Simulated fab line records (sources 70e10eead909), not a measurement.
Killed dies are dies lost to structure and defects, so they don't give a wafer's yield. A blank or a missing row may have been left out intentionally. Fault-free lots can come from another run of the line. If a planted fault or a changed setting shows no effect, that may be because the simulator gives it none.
fab line records	flow nand-harc
[record] lots = 7	wafers = 21	last-day = 34
route steps=1302 shown A_STAIRCASE@879 A_SGD_CUT@890 END@1302
lots that met no fault: from a run of the same line without faults
start-h: hours from the record's opening day to when the first of the lot's shown wafers began	wait-h: hours elapsed since this lot's preceding step	" the same as in the row above	L1.1+2: one row covering several wafers at once	- either no value or no given start	* or withheld: withheld	< > ~ a bound
route shown NAME@n: names a module that has steps shown in the file, with the first one's number in the route	usual: the fault-free wafers' mean and standard deviation	same: alike in all rows	chamber/n: place in a boat	sites: each site's reading	_std_site: their standard deviation	_edge_site: inner sites' mean taken away from outer sites' mean	radius-mm: how far each site lies from the wafer's centre	mask NAME#n: copy n	behind: the last tool/chamber to shape the wafer	hold: the reason the lot was held/the length of the hold in hours/how it ended	device: which transistor (n, p or np) failed to switch	end of line: the same wafers' tests at the end of the route	where a step has no rows: the recipe by itself	killed: dies that structure and defects cost at the first sort, which is not the same as the wafer's yield	map: a wafer's dies, marking killed ones x, the rest . and places with no die _
set.NAME: the setting that was run; set.NAME@STEP: the one run at that earlier step	model.NAME: the simulator's own value behind a step, which no gauge read
a table for each step, a row for each wafer; lots at some steps of the route
services: the hour from which a tool's chamber was out of use, counted from the record's first day as start-h (under 0 if before that day), plus the number of hours and why
[[steps]]
[step NHARC_A_STAIRCASE_SRD_154]
[step NHARC_A_STAIRCASE_ETCH_403]
[recipe] target-depth-a = 1082	chemistry = dHF	material = SiO2
[step NHARC_A_STAIRCASE_ETCHBACK_422]
[recipe] target-depth-a = 400	over-etch-frac = 0.3	time-s = 74.286	ion-energy-ev = 120	ch3f-flow-sccm = 50	o2-flow-sccm = 30	ar-flow-sccm = 200	rf-w = 500	bias-w = 100	chemistry = CH3F/O2
[step NHARC_A_STAIRCASE_ETCH_423]
[recipe] target-depth-a = 300	chemistry = dHF	material = SiO2
[step NHARC_A_STAIRCASE_ETCHBACK_157]
[recipe] target-depth-a = 900	over-etch-frac = 0.3	time-s = 167.14	ion-energy-ev = 120	ch3f-flow-sccm = 50	o2-flow-sccm = 30	ar-flow-sccm = 200	rf-w = 500	bias-w = 100	chemistry = CH3F/O2
[usual] drypump-motor-current-A = 5.74/0.29	oes-product-au = 0.979/0.026	rf-fwd-power-W = 497.7/1.6	rf-vpp-V = 244.2/1.8	showerhead-plenum-p-Torr = 2.45/0.11	throttle-valve-pct = 20.663/0.0099
[same] over-etch-frac = 0.3
lot.wafer	tool	chamber	start-h	wait-h	drypump-motor-current-A	oes-product-au	rf-fwd-power-W	rf-hours-counter-h	rf-vpp-V	showerhead-plenum-p-Torr	throttle-valve-pct
L251.3	rie-diel-11	3	507.90	0.2	5.90	0.959	496.2	23	243.2	2.40	20.651
L251.4	"	1	"	"	5.46	0.955	498.8	18	244.0	2.48	20.658
L251.6	"	3	"	"	5.90	0.960	496.8	-	244.8	2.40	20.670
L252.3	rie-diel-11	3	520.56	0.1	5.91	0.941	500.3	29	243.1	2.40	20.648
L252.5	"	3	"	"	5.92	0.952	497.4	-	242.9	2.40	20.665
L252.6	"	2	"	"	5.89	0.949	497.0	-	241.8	2.37	20.650
L253.1	rie-diel-13	0	534.66	0.2	5.74	1.006	496.2	4	242.4	2.41	20.683
L253.4	"	3	"	"	5.42	0.993	497.1	-	242.9	2.35	20.664
L253.6	"	0	"	"	5.71	0.998	495.7	-	242.8	2.41	20.667
L263.1	rie-diel-11	0	629.69	0.2	6.20	0.980	497.6	2	246.0	2.64	20.662
L263.2	"	2	"	"	5.91	1.005	497.7	2	242.8	2.36	20.672
L263.5	"	0	"	"	6.21	0.987	498.3	-	246.8	2.64	20.653
L265.2	rie-diel-10	1	645.93	0.2	5.51	1.003	497.4	18	243.4	2.44	20.667
L265.5	"	3	"	"	6.04	0.997	497.1	-	241.7	2.33	20.678
L265.6	"	0	"	"	5.59	0.999	499.3	-	243.1	2.41	20.644
L268.3	rie-diel-10	2	673.16	0.2	5.31	0.994	495.8	22	248.0	2.63	20.658
L268.1	"	3	"	"	6.03	1.011	498.5	30	242.4	2.33	20.657
L268.6	"	0	"	"	5.61	1.001	497.0	-	244.1	2.40	20.668
L267.1	rie-diel-10	0	673.39	0.2	5.59	0.976	497.8	33	244.3	2.40	20.683
L267.4	"	2	"	"	5.28	0.954	498.5	22	246.6	2.63	20.650
L267.6	"	0	"	"	5.59	0.975	497.6	-	243.6	2.40	20.658
[step NHARC_A_STAIRCASE_STRIP_475]
[recipe] time-s = 20	o2-flow-sccm = 500	ar-flow-sccm = 0	bias-w = 0	chemistry = O2
[step NHARC_A_STAIRCASE_DEP_471]
[recipe] target-thk-a = 1000	temp-c = 400	pressure-torr = 6.5	rf-w = 900	teos-flow-sccm = 161.4	flow-sccm = 2650	target-thk-nm = 100	gas = O2	material = SiO2
[step NHARC_A_STAIRCASE_CMP_472]
[recipe] material = SiO2
[step NHARC_A_STAIRCASE_SRD_474]
[step NHARC_A_STAIRCASE_INSPECT_155]
[usual] raw-defect-count = 436/110
lot.wafer	tool	chamber	start-h	wait-h	raw-defect-count
L251.3	defect-inspect-02	-	508.95	0.1	422
L251.4	"	-	"	"	361
L251.6	"	-	"	"	400
L252.3	defect-inspect-01	-	521.50	0.1	352
L252.5	"	-	"	"	677
L252.6	"	-	"	"	342
L253.1	defect-inspect-01	-	535.65	0.1	551
L253.4	"	-	"	"	401
L253.6	"	-	"	"	463
L263.1	defect-inspect-02	-	630.57	0.1	492
L263.2	"	-	"	"	351
L263.5	"	-	"	"	590
L265.2	defect-inspect-02	-	646.81	0.1	604
L265.5	"	-	"	"	373
L265.6	"	-	"	"	396
L268.1	defect-inspect-01	-	674.02	0.1	521
L268.3	"	-	"	"	406
L268.6	"	-	"	"	336
L267.1	defect-inspect-02	-	674.48	0.1	450
L267.4	"	-	"	"	487
L267.6	"	-	"	"	415
[step NHARC_A_SGD_CUT_DEP_00]
[recipe] target-thk-a = 500	temp-c = 400	target-thk-nm = 50	flow-sccm = 200	rf-w = 450	material = SiNx
[usual] heater-power-w = 678/96	rf-fwd-power-W = 448.3/1.4
lot.wafer	tool	chamber	start-h	wait-h	heater-power-w	rf-fwd-power-W
L251.3	pecvd-03	1	509.07	0.1	658	448.7
L251.4	"	0	"	"	464	447.7
L251.6	"	1	"	"	659	448.5
L252.3	pecvd-03	2	521.59	0.1	877	448.0
L252.6	"	1	"	"	763	448.7
L252.5	"	0	"	"	575	448.0
L253.1	pecvd-03	1	535.72	0.1	710	446.1
L253.6	"	2	"	"	848	449.2
L253.4	"	0	"	"	521	448.7
L263.2	pecvd-01	0	630.67	0.1	735	448.0
L263.1	"	1	"	"	639	447.9
L263.5	"	2	"	"	782	449.0
L265.2	pecvd-01	2	646.93	0.1	723	449.2
L265.5	"	1	"	"	646	448.8
L265.6	"	2	"	"	727	449.7
L268.3	pecvd-03	2	674.13	0.1	772	450.1
L268.1	"	1	"	"	798	447.2
L268.6	"	2	"	"	769	449.2
L267.1	pecvd-03	0	674.60	0.1	523	450.7
L267.4	"	2	"	"	710	449.0
L267.6	"	0	"	"	520	450.0
[step NHARC_A_SGD_CUT_DEHYDRATE_01]
[recipe] temp-c = 150	time-s = 120
[step NHARC_A_SGD_CUT_HMDS_02]
[recipe] time-s = 30
[step NHARC_A_SGD_CUT_COAT_56]
[recipe] temp-c = 260	time-s = 75
[step NHARC_A_SGD_CUT_COAT_57]
[recipe] temp-c = 225	time-s = 65
[step NHARC_A_SGD_CUT_COAT_03]
[recipe] spin-rpm = 1500	resist-thk-nm = 90
[step NHARC_A_SGD_CUT_SOFTBAKE_04]
[recipe] temp-c = 105	time-s = 55
[step NHARC_A_SGD_CUT_EBR_05]
[step NHARC_A_SGD_CUT_EXPOSE_06]
[recipe] na = 1.35	dose-mj = 85.59	mask-id = SGD
[step NHARC_A_SGD_CUT_PEB_07]
[recipe] peb-temp-c = 100	peb-time-s = 65
[step NHARC_A_SGD_CUT_DEVELOP_08]
[recipe] develop-time-s = 35	dev-temp-c = 23
[step NHARC_A_SGD_CUT_CD_MEAS_09]
[recipe] target-cd-nm = 100	landing-energy-ev = 500
[usual] cd-nm = 100.1/0.6
lot.wafer	tool	chamber	start-h	wait-h	cd-nm
L251.3	cd-sem-03	0	509.61	-	99.5
L251.4	"	0	"	"	99.3
L251.6	"	0	"	"	100.6
L252.3	cd-sem-02	0	522.29	-	100.9
L252.5	"	0	"	"	100.5
L252.6	"	0	"	"	99.3
L253.1	cd-sem-03	0	536.32	-	100.8
L253.4	"	0	"	"	100.9
L253.6	"	0	"	"	100.8
L263.1	cd-sem-02	0	631.36	-	100.5
L263.2	"	0	"	"	100.3
L263.5	"	0	"	"	99.3
L265.2	cd-sem-01	0	647.60	-	100.4
L265.5	"	0	"	"	100.6
L265.6	"	0	"	"	100.6
L268.1	cd-sem-03	0	674.85	-	100.2
L268.3	"	0	"	"	99.5
L268.6	"	0	"	"	99.8
L267.1	cd-sem-03	0	675.26	-	100.1
L267.4	"	0	"	"	101.0
L267.6	"	0	"	"	100.4
[step NHARC_A_SGD_CUT_OVL_MEAS_10]
[usual] overlay-x-nm = 0.0/0.72	overlay-y-nm = 0.0/0.89
lot.wafer	tool	chamber	start-h	wait-h	overlay-x-nm	overlay-y-nm
L251.3	overlay-02	-	509.70	-	0.4	0.0
L251.4	"	-	"	"	1.0	0.4
L251.6	"	-	"	"	0.4	0.8
L252.3	overlay-02	-	522.37	-	-0.6	1.7
L252.5	"	-	"	"	-0.1	2.8
L252.6	"	-	"	"	0.2	1.8
L253.1	overlay-02	-	536.40	-	-0.6	-0.6
L253.4	"	-	"	"	-0.6	-0.3
L253.6	"	-	"	"	-0.8	-0.4
L263.1	overlay-01	-	631.45	-	-0.3	0.4
L263.2	"	-	"	"	0.3	0.3
L263.5	"	-	"	"	0.3	0.5
L265.2	overlay-01	-	647.69	-	-0.6	0.8
L265.5	"	-	"	"	-0.5	1.2
L265.6	"	-	"	"	-0.4	1.2
L268.1	overlay-01	-	674.94	-	0.4	-0.4
L268.3	"	-	"	"	-0.2	0.0
L268.6	"	-	"	"	0.6	0.1
L267.1	overlay-01	-	675.35	-	-1.6	-0.6
L267.4	"	-	"	"	-1.4	-0.4
L267.6	"	-	"	"	-1.2	-0.7
[step NHARC_A_SGD_CUT_INSPECT_11]
[usual] raw-defect-count = 53/35
lot.wafer	tool	chamber	start-h	wait-h	raw-defect-count
L251.3	defect-inspect-01	-	509.74	0.0	28
L251.4	"	-	"	"	24
L251.6	"	-	"	"	21
L252.3	defect-inspect-02	-	522.41	0.0	24
L252.5	"	-	"	"	31
L252.6	"	-	"	"	25
L253.1	defect-inspect-01	-	536.44	0.0	77
L253.4	"	-	"	"	80
L253.6	"	-	"	"	88
L263.1	defect-inspect-02	-	631.49	0.0	25
L263.2	"	-	"	"	13
L263.5	"	-	"	"	19
L265.2	defect-inspect-02	-	647.72	0.0	56
L265.5	"	-	"	"	71
L265.6	"	-	"	"	70
L268.1	defect-inspect-01	-	674.98	0.0	67
L268.3	"	-	"	"	73
L268.6	"	-	"	"	74
L267.1	defect-inspect-01	-	675.39	0.0	38
L267.4	"	-	"	"	21
L267.6	"	-	"	"	41
[step NHARC_A_SGD_CUT_DESCUM_14]
[recipe] time-s = 3	o2-flow-sccm = 200	ar-flow-sccm = 0	bias-power-w = 0	chemistry = O2
[step NHARC_A_SGD_CUT_ETCH_58]
[recipe] target-depth-a = 390	over-etch-frac = 0.3	time-s = 65	ion-energy-ev = 80	cf4-flow-sccm = 150	ar-flow-sccm = 0	rf-w = 300	bias-w = 100	chemistry = CF4
[step NHARC_A_SGD_CUT_ETCH_59]
[recipe] target-depth-a = 2600	over-etch-frac = 0.25	time-s = 406.25	ion-energy-ev = 200	n2-flow-sccm = 150	h2-flow-sccm = 150	ar-flow-sccm = 0	rf-w = 400	bias-w = 150	chemistry = N2/H2
[step NHARC_A_SGD_CUT_ETCH_15]
[recipe] target-depth-a = 750	time-s = 64.3	ch3f-flow-sccm = 50	o2-flow-sccm = 30	ar-flow-sccm = 200	rf-w = 500	bias-w = 100	chemistry = CH3F/O2
[usual] drypump-motor-current-A = 5.8/0.51	oes-product-au = 0.958/0.018	rf-fwd-power-W = 496.1/1.7	rf-vpp-V = 263.7/2	showerhead-plenum-p-Torr = 2.45/0.12	throttle-valve-pct = 20.662/0.0093
lot.wafer	tool	chamber	start-h	wait-h	drypump-motor-current-A	oes-product-au	rf-fwd-power-W	rf-hours-counter-h	rf-vpp-V	showerhead-plenum-p-Torr	throttle-valve-pct
L251.3	rie-diel-01	3	-	-	6.7	0.982	495.4	6	266.0	2.60	20.669
L251.4	"	2	"	"	5.3	0.958	494.4	7	263.8	2.40	20.670
L251.6	"	0	"	"	5.8	0.956	495.9	-	262.4	2.34	20.656
L252.3	rie-diel-07	2	-	-	5.7	0.961	497.8	2	262.5	2.46	20.678
L252.5	"	1	"	"	6.4	0.957	499.3	-	265.5	2.64	20.657
L252.6	"	2	"	"	5.6	0.967	497.5	-	264.4	2.46	20.661
L253.1	rie-diel-07	1	-	-	6.4	0.963	499.3	3	266.8	2.64	20.667
L253.4	"	2	"	"	5.7	0.958	497.0	3	264.4	2.46	20.645
L253.6	"	1	"	"	6.4	0.971	497.1	-	266.5	2.64	20.663
L263.1	rie-diel-07	3	-	-	5.3	0.971	494.4	9	261.1	2.29	20.656
L263.2	"	1	"	"	6.4	0.979	497.4	9	267.5	2.64	20.660
L263.5	"	0	"	"	5.4	0.953	498.2	-	262.4	2.33	20.663
L265.2	rie-diel-01	1	-	-	5.9	0.956	496.1	5	264.3	2.51	20.688
L265.6	"	3	"	"	6.7	0.951	493.8	-	265.9	2.60	20.665
L265.5	"	0	"	"	5.7	0.953	495.7	-	264.0	2.34	20.665
L268.3	rie-diel-08	3	-	-	6.0	0.974	498.4	12	260.8	2.28	20.662
L268.1	"	0	"	"	5.7	0.974	496.2	12	266.4	2.57	20.659
L268.6	"	2	"	"	6.5	0.949	497.5	-	263.0	2.44	20.661
L267.4	rie-diel-01	0	-	-	5.8	0.951	495.1	7	262.6	2.34	20.670
L267.1	"	3	"	"	6.6	0.964	495.2	5	265.7	2.60	20.677
L267.6	"	1	"	"	5.9	0.963	494.3	-	266.0	2.51	20.662
[step NHARC_A_SGD_CUT_ETCH_16]
[recipe] target-depth-a = 3105	time-s = 155.2	c4f8-flow-sccm = withheld	o2-flow-sccm = 8	ar-flow-sccm = withheld	rf-w = 600	bias-w = 800	chemistry = C4F8/O2/Ar
[usual] oes-product-au = 0.969/0.015	rf-fwd-power-W = 597.7/1.7	rf-vpp-V = 723/5.1
lot.wafer	tool	chamber	start-h	wait-h	oes-product-au	rf-fwd-power-W	rf-hours-counter-h	rf-vpp-V
L251.4	rie-diel-01	3	-	-	0.989	595.2	6	730
L251.3	"	0	"	"	0.968	601.1	6	718
L251.6	"	1	"	"	0.962	598.9	-	726
L252.3	rie-diel-07	2	-	-	0.986	598.4	2	723
L252.5	"	0	"	"	0.990	595.7	-	717
L252.6	"	1	"	"	0.981	599.6	-	730
L253.4	rie-diel-07	0	-	-	0.971	598.9	3	717
L253.1	"	1	"	"	0.969	597.4	3	730
L253.6	"	0	"	"	0.972	596.6	-	718
L263.1	rie-diel-07	3	-	-	0.979	602.8	9	718
L263.2	"	0	"	"	0.964	596.6	9	719
L263.5	"	2	"	"	0.964	599.1	-	726
L265.2	rie-diel-01	3	-	-	0.983	596.6	3	729
L265.5	"	0	"	"	0.971	593.6	-	717
L265.6	"	1	"	"	0.967	600.7	-	726
L268.3	rie-diel-08	2	-	-	0.968	598.2	12	722
L268.1	"	1	"	"	0.984	597.7	10	729
L268.6	"	3	"	"	0.976	600.6	-	716
L267.1	rie-diel-01	3	-	-	0.982	596.6	5	730
L267.4	"	2	"	"	0.957	596.5	7	720
L267.6	"	3	"	"	0.977	595.9	-	728
[step NHARC_A_SGD_CUT_STRIP_60]
[recipe] c4f8-flow-sccm = withheld	o2-flow-sccm = 8	ar-flow-sccm = withheld	bias-w = 0	chemistry = C4F8/O2/Ar
[step NHARC_A_SGD_CUT_STRIP_17]
[recipe] o2-flow-sccm = 500	ar-flow-sccm = 0	bias-w = 0	chemistry = O2
[usual] drypump-motor-current-A = 5.8/0.5	oes-product-au = 0.998/0.011	rf-vpp-V = 57.8/0.98	showerhead-plenum-p-Torr = 3.53/0.17	throttle-valve-pct = 17.037/0.0091
lot.wafer	tool	chamber	start-h	wait-h	drypump-motor-current-A	oes-product-au	rf-hours-counter-h	rf-vpp-V	showerhead-plenum-p-Torr	throttle-valve-pct
L251.3	rie-diel-01	0	-	-	5.9	0.987	6	57.9	3.36	17.036
L251.4	"	2	"	"	5.3	0.982	7	57.6	3.45	17.042
L251.6	"	0	"	"	5.9	0.989	-	57.1	3.36	17.034
L252.3	rie-diel-07	2	-	-	5.7	1.000	2	58.7	3.53	17.045
L252.6	"	1	"	"	6.4	0.995	-	58.1	3.78	17.039
L252.5	"	2	"	"	5.6	0.997	-	57.2	3.53	17.027
L253.1	rie-diel-07	2	-	-	5.7	1.008	3	59.0	3.53	17.046
L253.4	"	0	"	"	5.5	0.999	4	57.0	3.35	17.019
L253.6	"	2	"	"	5.7	1.010	-	58.1	3.53	17.028
L263.2	rie-diel-07	0	-	-	5.5	0.990	9	57.6	3.34	17.037
L263.1	"	1	"	"	6.4	1.001	9	57.4	3.77	17.037
L263.5	"	3	"	"	5.3	1.017	-	56.7	3.30	17.037
L265.2	rie-diel-01	2	-	-	5.3	0.970	5	57.6	3.44	17.026
L265.5	"	1	"	"	5.9	1.001	-	59.2	3.60	17.039
L265.6	"	2	"	"	5.3	0.984	-	57.8	3.44	17.037
L268.3	rie-diel-08	0	-	-	5.7	1.003	12	58.0	3.68	17.035
L268.1	"	2	"	"	6.5	0.993	12	58.4	3.50	17.035
L268.6	"	0	"	"	5.7	0.996	-	57.3	3.68	17.027
L267.1	rie-diel-01	2	-	-	5.3	0.973	7	58.2	3.44	17.030
L267.4	"	3	"	"	6.7	1.000	5	58.3	3.72	17.049
L267.6	"	2	"	"	5.3	0.974	-	58.6	3.44	17.039
[step NHARC_A_SGD_CUT_PRECLEAN_18]
[recipe] time-s = *	temp-c = 50	bath-age-min = 0	chemistry = SC1
[step NHARC_A_SGD_CUT_SRD_19]
[step NHARC_A_SGD_CUT_DEP_20]
[recipe] target-thk-a = 1500	temp-c = 65	material = SiO2
[step NHARC_A_SGD_CUT_ANNEAL_27]
[recipe] temp-c = 450	time-s = 1800
[step NHARC_A_SGD_CUT_CMP_21]
[recipe] target-thk-nm = 148.19
[usual] edge-zone-pressure-frac = 1.000/0.0053	motor-current-A = 11.8/1.1	time-to-endpoint-s = 49.0/3
lot.wafer	tool	chamber	start-h	wait-h	edge-zone-pressure-frac	motor-current-A	time-to-endpoint-s
L251.4	cmp-02	0	515.60	0.4	1.000	12.5	47.9
L251.3	"	1	"	"	1.007	14.9	42.5
L251.6	"	0	"	"	0.998	12.1	47.6
L252.3	cmp-04	1	533.07	0.4	1.010	12.0	46.4
L252.5	"	1	"	"	1.012	11.2	45.8
L252.6	"	2	"	"	0.996	10.9	51.1
L253.1	cmp-02	1	542.42	0.4	1.004	14.0	44.8
L253.4	"	2	"	"	1.001	12.6	52.8
L253.6	"	0	"	"	0.994	12.3	44.5
L263.2	cmp-04	2	634.45	0.4	1.001	10.9	48.4
L263.1	"	0	"	"	0.997	12.4	44.9
L263.5	"	3	"	"	0.996	12.1	44.8
L265.2	cmp-02	1	653.98	0.4	1.002	14.4	44.1
L265.5	"	2	"	"	0.995	12.8	49.8
L265.6	"	3	"	"	1.002	11.8	46.5
L268.3	cmp-02	0	680.99	0.4	0.990	12.2	47.1
L268.1	"	2	"	"	0.999	12.1	53.2
L268.6	"	3	"	"	1.001	11.6	46.0
L267.1	cmp-04	2	681.01	0.4	1.004	10.5	48.0
L267.4	"	3	"	"	1.006	12.6	50.4
L267.6	"	0	"	"	0.999	13.0	45.8
[step NHARC_A_SGD_CUT_SRD_23]
[step NHARC_A_SGD_CUT_ETCH_26]
[recipe] target-depth-a = 458	chemistry = dHF	material = SiO2
[step NHARC_A_SGD_CUT_ETCHBACK_24]
[recipe] target-depth-a = 500	over-etch-frac = 0.3	time-s = 92.857	ion-energy-ev = 120	ch3f-flow-sccm = 50	o2-flow-sccm = 30	ar-flow-sccm = 200	rf-w = 500	bias-w = 100	chemistry = CH3F/O2
[step NHARC_END_SORT_01]
[recipe] temp-c = 25
[usual] killed-at-array = 53/18	killed-at-other = 0.8/1.1	killed-at-periphery = 4.1/2.7	killed-dies = 58/18	killed-open = 3.1/1.7	killed-short = 2.7/1.7
[same] gross-dies = 677
lot.wafer	tool	chamber	start-h	wait-h	killed-at-array	killed-at-other	killed-at-periphery	killed-dies	killed-open	killed-short
L251.3	prober-01	0	631.96	3.1	667	1	1	669	6	1
L251.4	prober-01	0	632.75	3.4	666	2	3	671	4	3
L251.6	prober-01	0	634.34	4.0	650	0	7	657	6	3
L252.3	prober-02	0	653.22	3.1	658	1	9	668	7	3
L252.5	prober-02	0	654.82	3.7	668	0	7	675	2	2
L252.6	prober-02	0	655.63	4.0	658	2	3	663	3	3
L253.1	prober-01	0	657.24	2.5	670	1	4	675	3	3
L253.4	prober-01	0	659.66	3.4	664	1	4	669	2	1
L253.6	prober-01	0	661.27	4.0	664	1	2	667	4	6
// killed by level:class
L251.3 A_SGD_CUT:area-dep=616 A_SLIT:chamber-film-flake=25 A_CHANNEL_HOLE_D2:chamber-film-flake=10 A_M1:chamber-film-flake=5 A_CHANNEL_FILL_D1:chamber-film-flake=4 A_CHANNEL_FILL_D1:geometric-particle:open=2 A_ONON_D2:geometric-particle:open=2 P_M0:geometric-particle:open=1
L251.4 A_SGD_CUT:area-dep=633 A_SLIT:chamber-film-flake=15 A_CHANNEL_HOLE_D2:chamber-film-flake=6 A_M1:chamber-film-flake=3 A_STAIRCASE:chamber-film-flake=2 P_M0:geometric-particle:short=1 A_SOURCE_PLATE:geometric-particle:open=1 A_ONON_D1:geometric-particle:open=1
L251.6 A_SGD_CUT:area-dep=603 A_SLIT:chamber-film-flake=20 A_CHANNEL_HOLE_D2:chamber-film-flake=12 A_CHANNEL_FILL_D1:chamber-film-flake=4 A_M1:chamber-film-flake=4 P_STI:geometric-particle:short=1 P_CONTACT:geometric-particle:short=1 P_M0:geometric-particle:open=1
L252.3 A_SGD_CUT:area-dep=633 A_CHANNEL_HOLE_D2:chamber-film-flake=11 P_ZERO_WELL:chamber-film-flake=4 A_CHANNEL_HOLE_D1:chamber-film-flake=4 P_GATE:chamber-film-flake=3 A_DECK1_JOINT:geometric-particle:short=2 P_STI:geometric-particle:open=1 P_M0:geometric-particle:open=1
L252.5 A_SGD_CUT:area-dep=640 A_CHANNEL_HOLE_D2:chamber-film-flake=15 A_CHANNEL_HOLE_D1:chamber-film-flake=6 P_ZERO_WELL:chamber-film-flake=4 P_M0:geometric-particle:open=1 A_ONON_D1:geometric-particle:open=1 A_CHANNEL_FILL_D2:geometric-particle:short=1 A_BLC:geometric-particle:short=1
L252.6 A_SGD_CUT:area-dep=634 A_CHANNEL_HOLE_D2:chamber-film-flake=12 A_CHANNEL_HOLE_D1:chamber-film-flake=4 A_CONTACT:geometric-particle:open=2 P_GATE:chamber-film-flake=2 HYBRID_BOND:chamber-film-flake=2 A_DECK1_JOINT:geometric-particle:short=1 A_ONON_D2:geometric-particle:short=1
L253.1 A_SGD_CUT:area-dep=600 A_SLIT:chamber-film-flake=21 A_CHANNEL_HOLE_D1:chamber-film-flake=15 A_CHANNEL_HOLE_D2:chamber-film-flake=11 A_STAIRCASE:chamber-film-flake=11 A_CONTACT:chamber-film-flake=5 A_ONON_D1:geometric-particle:short=2 A_DECK1_JOINT:chamber-film-flake=2
L253.4 A_SGD_CUT:area-dep=595 A_CHANNEL_HOLE_D1:chamber-film-flake=29 A_SLIT:chamber-film-flake=19 A_CHANNEL_HOLE_D2:chamber-film-flake=7 A_STAIRCASE:chamber-film-flake=6 A_CONTACT:chamber-film-flake=4 P_STI:chamber-film-flake=2 P_CONTACT:geometric-particle:short=1
L253.6 A_SGD_CUT:area-dep=555 A_SLIT:chamber-film-flake=38 A_CHANNEL_HOLE_D1:chamber-film-flake=36 A_STAIRCASE:chamber-film-flake=13 A_CHANNEL_HOLE_D2:chamber-film-flake=9 A_CHANNEL_FILL_D1:geometric-particle:short=2 A_M0:geometric-particle:short=2 A_DECK1_JOINT:chamber-film-flake=2
// map L251.4 (x killed, . not)
____________x____________
_________.xxxxxx_________
_______xxxxx.xxxxx_______
______xxxxxxxxx.xxx______
_____xxxxxxxxxxxxxxx_____
____xx.xxxxxxxxxxxxxx____
____xxxxxxxxxxxxxxxxx____
___xxxxxxxxxxxxxxxxxxx___
___xxxxxxxxxxxxxxxxxxx___
__xxxxxxxxxxxxxxxxxxxxx__
__xxxxxxxxxxxxxxxxxxxxx__
_xxxxxxxxxxxxxxxxxxxxxxx_
_xxxxxxxxxxxxxxxxxxxxxxx_
_xxxxxxxxxxxxxxxxxxxxxxx_
_xxxxxxxxxxxxxxxxxxxxxxx_
_xxxxxxxxxxxxxxxxxxxxxxx_
xxxxxxxxxxxxxxxxxxxxxxxxx
xxxxxxxxxxxxxxxxxxxxxxxxx
xxxxxxxxxxxxxxxxxxxxxxxxx
x..xxxxxxxxxxxxxxxxxxxxxx
xxxxxxxxxxxxxxxxxxxxxxxxx
_xxxxxxxxxxxxxxxxxxxxxxx_
_xxxxxxxxxxxxxxxxxxxxxxx_
_xxxxxxxxxxxxxxxxxxxxxxx_
_xxxxxxxxxxxxxxxxxxxxxxx_
_xxxxxxxxxxxxxxxxxxxxxxx_
__xxxxxxxxxxxxxxxxxxxxx__
__xxxxxxxxxxxxxxxxxxxxx__
___xxxxxxxxxxxxxxxxxxx___
___xxxxxxxxxxxxxxxxxxx___
____xxxxxxxxxxxxxxxxx____
____xxxxxxxxxxxxxxxxx____
_____xxxxxxxxxxxxxxx_____
______xxxxxxxxxxxxx______
_______xxxxxxxxxxx_______
_________xxxxxxx_________
____________x____________
// map L252.5 (x killed, . not)
____________x____________
_________x.xxxxx_________
_______xxxxxxxxxxx_______
______xxxxxxxxxxxxx______
_____xxxxxxxxxxxxxxx_____
____xxxxxxxxxxxxxxxxx____
____xxxxxxxxxxxxxxxxx____
___xxxxxxxxxxxxxxxxxxx___
___xxxxxxxxxxxxxxxxxxx___
__.xxxxxxxxxxxxxxxxxxxx__
__xxxxxxxxxxxxxxxxxxxxx__
_xxxxxxxxxxxxxxxxxxxxxxx_
_xxxxxxxxxxxxxxxxxxxxxxx_
_xxxxxxxxxxxxxxxxxxxxxxx_
_xxxxxxxxxxxxxxxxxxxxxxx_
_xxxxxxxxxxxxxxxxxxxxxxx_
xxxxxxxxxxxxxxxxxxxxxxxxx
xxxxxxxxxxxxxxxxxxxxxxxxx
xxxxxxxxxxxxxxxxxxxxxxxxx
xxxxxxxxxxxxxxxxxxxxxxxxx
xxxxxxxxxxxxxxxxxxxxxxxxx
_xxxxxxxxxxxxxxxxxxxxxxx_
_xxxxxxxxxxxxxxxxxxxxxxx_
_xxxxxxxxxxxxxxxxxxxxxxx_
_xxxxxxxxxxxxxxxxxxxxxxx_
_xxxxxxxxxxxxxxxxxxxxxxx_
__xxxxxxxxxxxxxxxxxxxxx__
__xxxxxxxxxxxxxxxxxxxxx__
___xxxxxxxxxxxxxxxxxxx___
___xxxxxxxxxxxxxxxxxxx___
____xxxxxxxxxxxxxxxxx____
____xxxxxxxxxxxxxxxxx____
_____xxxxxxxxxxxxxxx_____
______xxxxxxxxxxxxx______
_______xxxxxxxxxxx_______
_________xxxxxxx_________
____________x____________
[[services]]
tool	chamber	start-h	hours	kind
rie-diel-01	0	494.68	5.0	repair
pecvd-03	-	499.00	1.1	repair
cmp-04	-	503.02	4.0	pm
rie-diel-08	2	504.78	13.1	repair
cmp-04	-	508.70	3.0	repair
rie-diel-08	0	508.75	1.8	repair
rie-diel-11	1	513.47	17.3	repair
rie-diel-07	2	515.16	6.4	repair
cmp-02	-	526.50	4.0	pm
pecvd-03	-	536.63	0.7	repair
rie-diel-08	-	545.07	9.0	pm
pecvd-03	-	547.56	13.0	pm
rie-diel-10	-	552.61	1.2	repair
rie-diel-01	-	557.84	9.0	pm
rie-diel-07	2	571.77	4.2	repair
rie-diel-01	1	579.10	5.0	repair
rie-diel-01	3	582.47	11.8	repair
cmp-02	-	583.69	4.0	repair
pecvd-03	-	612.10	0.4	repair
rie-diel-07	1	618.74	2.8	repair
rie-diel-07	2	622.33	3.4	repair
cmp-02	-	624.50	4.0	pm
pecvd-03	1	629.25	18.9	repair
rie-diel-07	-	648.21	9.0	pm
[[key]]
[first-sign] step = NHARC_END_SORT_01	reading = killed-dies	direction = up	sigmas = 34	usual = 58	struck = 668
[effect] step = NHARC_END_SORT_01	reading = killed-at-array	direction = up	sigmas = 33	usual = 53	struck = 663
[more-kills-born-at] NHARC_A_SGD_CUT_DEP_00@pecvd-03 = 5509
met-at NHARC_A_SGD_CUT_DEP_00
struck-wafers L251.3,L251.4,L251.6,L252.3,L252.5,L252.6,L253.1,L253.4,L253.6
later-rows-left-out L251.3,L251.4,L251.6,L252.3,L252.5,L252.6,L253.1,L253.4,L253.6
tester-left-out L251,L252,L253
[fault] kind = process-parameter-drift	tool = pecvd-03	chamber = -	onset-h = 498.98	steps = NHARC_A_SGD_CUT_DEP_00	channel = target-thk-a	offset = *	shape = step	end-h = 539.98	acts-in = *	stated = *
// tester-left-out: of these lots the tester's yield and bins aren't shown, on N5 and GAA mostly nor the transistor test; their killed dies are dies lost to structure and defects alone, not to doping, threshold or leakage, so they don't give the yield
// later-rows-left-out: the simulator's readings of these wafers behind a module that went badly wrong aren't trusted and aren't shown, but for the sort
